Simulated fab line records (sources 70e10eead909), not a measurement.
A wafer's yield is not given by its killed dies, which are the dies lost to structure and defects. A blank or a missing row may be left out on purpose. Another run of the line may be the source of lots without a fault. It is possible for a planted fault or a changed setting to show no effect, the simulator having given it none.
Which tool is to blame?    flow nand harc    33 wafers from 11 lots sampled at 3 of the route's 1302 steps

## WHAT EACH GAUGE READ, for each wafer
NHARC_P_ZERO_WELL_CD_MEAS_52 targets a cd of 2000 nm.
lot   measured      on         cd nm (nm)
L137  day 2 03:20   cd sem-02  2001.1 2001.1 2000.8
L138  day 2 12:04   cd sem-02  1999.7 1999.5 1998.4
L140  day 3 07:55   cd sem-03  1999.5 1999.9 2000.7
L141  day 3 17:40   cd sem-02  1850.7 1848.2 1849.8
L146  day 5 20:12   cd sem-02  2001.7 2001.2 2000.8
L152  day 8 08:04   cd sem-01  2000.1 2001.9 2002.8
L154  day 9 03:36   cd sem-01  2001.1 2000.1 2000.3
L156  day 9 23:44   cd sem-02  1999.8 1999.2 1999.8
L157  day 10 09:52  cd sem-03  1999.8 2002.0 2001.7
L158  day 10 20:47  cd sem-02  2000.6 2000.6 1999.0
L160  day 11 15:52  cd sem-03  1998.5 1999.9 2001.1

## TOOL THAT RAN EACH LOT (tool first, then ch and the chambers of the sampled wafers, then the start)
lot   NHARC_P_ZERO_WELL_ETCH_65           NHARC_P_ZERO_WELL_EXPOSE_49
L137  rie diel-02 ch 0,2, day 1 21:36     krf scanner-01 ch 0, day 2 03:11
L138  rie diel-02 ch 0,2,3, day 2 07:36   krf scanner-03 ch 0, day 2 11:55
L140  rie diel-02 ch 0,3, day 3 03:21     krf scanner-01 ch 0, day 3 07:46
L141  rie diel-02 ch 1,2,3, day 3 13:29   krf scanner-01 ch 0, day 3 17:30
L146  rie diel-02 ch 1,2, day 5 15:40     krf scanner-04 ch 0, day 5 20:03
L152  rie diel-04 ch 0,2,3, day 8 03:30   krf scanner-01 ch 0, day 8 07:55
L154  rie diel-02 ch 0,2,3, day 8 23:29   krf scanner-03 ch 0, day 9 03:27
L156  rie diel-11 ch 2,3, day 9 19:30     krf scanner-01 ch 0, day 9 23:35
L157  rie diel-11 ch 1,2,3, day 10 05:29  krf scanner-04 ch 0, day 10 09:43
L158  rie diel-02 ch 0,1,2, day 10 15:22  krf scanner-01 ch 0, day 10 20:38
L160  rie diel-02 ch 1,3, day 11 11:29    krf scanner-01 ch 0, day 11 15:42
- NHARC_P_ZERO_WELL_ETCH_65: etches the open film in N2/H2, target depth 80 nm, overetch 24 nm, time 87.88 s.
- NHARC_P_ZERO_WELL_EXPOSE_49: exposes mask P HVPW, target cd 2000 nm.

## THE ANSWER, worked out from the rows above alone
Rule: the lots themselves supply what counts as usual. Put in order of their means at a reading, lots are off if they are a third of the lots or fewer, leave a main group of 4 or more, and stand apart from it by a gap of 3 or more times the standard deviation of the main group's means; of several such gaps the widest counts. A main group whose means are all the same, to the digits that the tables above print for the reading, isn't used. Also off: a lot with no number at a reading for which 4 or more lots have one. Where the step has rows for the other lots, those lots are counted as sound.
Off: L141 (NHARC_P_ZERO_WELL_CD_MEAS_52, cd nm). The main group has a mean of 2000.4 nm with a standard deviation of 0.76.
A tool fits if, at a process step before that reading, it ran every lot that is off, and no sound lot after the first of them. The gauges at NHARC_P_ZERO_WELL_CD_MEAS_52 are tried like those tools. Not one of the candidates tried fits.

## WHAT THE SIMULATOR HAD PUT IN
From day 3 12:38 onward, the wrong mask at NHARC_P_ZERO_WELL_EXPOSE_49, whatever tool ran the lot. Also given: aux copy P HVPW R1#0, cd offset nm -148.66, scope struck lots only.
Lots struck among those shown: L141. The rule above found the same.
